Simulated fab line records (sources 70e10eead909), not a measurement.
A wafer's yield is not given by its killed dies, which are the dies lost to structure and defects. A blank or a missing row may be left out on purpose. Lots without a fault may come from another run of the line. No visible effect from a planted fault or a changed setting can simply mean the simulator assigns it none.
Chamber matching	flow nand-harc	NHARC_P_M0_DESCUM_14 on rie-diel-06: 4 sister chambers
The step chemistry O2, time 3 s. 16 wafers are shown with their chamber, then 8 later ones without.

== WAFERS PAIRED WITH THEIR CHAMBERS ==
wafer	chamber	drypump-motor-current-A (A)	oes-product-au (a.u.)	rf-vpp-V (V)
L075.1	1	6.1	0.973	57.1
L075.3	2	5.4	1.012	58.2
L075.6	0	6.1	0.987	57.9
L076.1	1	6.1	0.968	58.4
L076.5	2	5.4	1.023	58.6
L076.6	1	6.1	0.971	57.3
L076.2	0	6.1	0.992	57.8
L076.3	2	5.5	1.017	58.0
L076.4	3	5.8	1.024	58.8
L078.1	0	6.1	0.999	58.9
L078.4	3	5.8	0.997	57.5
L078.5	3	5.8	1.015	57.7
L080.2	1	6.1	0.972	57.3
L080.4	0	6.2	0.997	58.3
L080.5	2	5.5	1.016	58.0
L083.1	1	6.1	1.001	57.9

SIGNATURES (means of the wafers above)
reading	chamber 0	chamber 1	chamber 2	chamber 3	scatter within a chamber
drypump-motor-current-A	6.125	6.100	5.450	5.800	0.0382
oes-product-au	0.99375	0.97700	1.01700	1.01200	0.0102
rf-vpp-V	58.225	57.600	58.200	58.000	0.511
Rule: for each reading, subtract the chamber's mean from the wafer's reading, divide by that reading's scatter and square the result; add these up over the readings and take the root, which gives the wafer's distance from the chamber. The wafer belongs to the nearest chamber; if the next one is less than 2 further off, it can't be placed. The scatter: take each reading less its chamber's mean, square it, sum over the shown wafers, divide by the number of wafers less the number of chambers, and take the root.

== WAFERS WITHOUT THEIR CHAMBER ==
wafer	drypump-motor-current-A (A)	oes-product-au (a.u.)	rf-vpp-V (V)
L083.3	5.5	1.011	56.8
L083.5	6.1	0.985	57.0
L088.1	5.4	0.997	58.6
L088.4	6.2	0.990	57.6
L088.5	6.1	0.987	58.3
L085.1	6.1	1.002	58.3
L085.3	5.5	1.002	59.8
L085.5	6.1	0.977	57.4

== WHICH CHAMBER EACH WENT THROUGH ==
wafer	from the rows above	in truth
L083.3	2	2
L083.5	can't be placed: 1 or 0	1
L088.1	2	2
L088.4	can't be placed: 0 or 1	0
L088.5	can't be placed: 0 or 1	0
L085.1	can't be placed: 0 or 1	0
L085.3	2	2
L085.5	can't be placed: 1 or 0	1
Placed correctly: 3 of 8. Can't be placed from these rows: 5 (the true chamber is among the candidates in 5). Placed wrongly: 0.
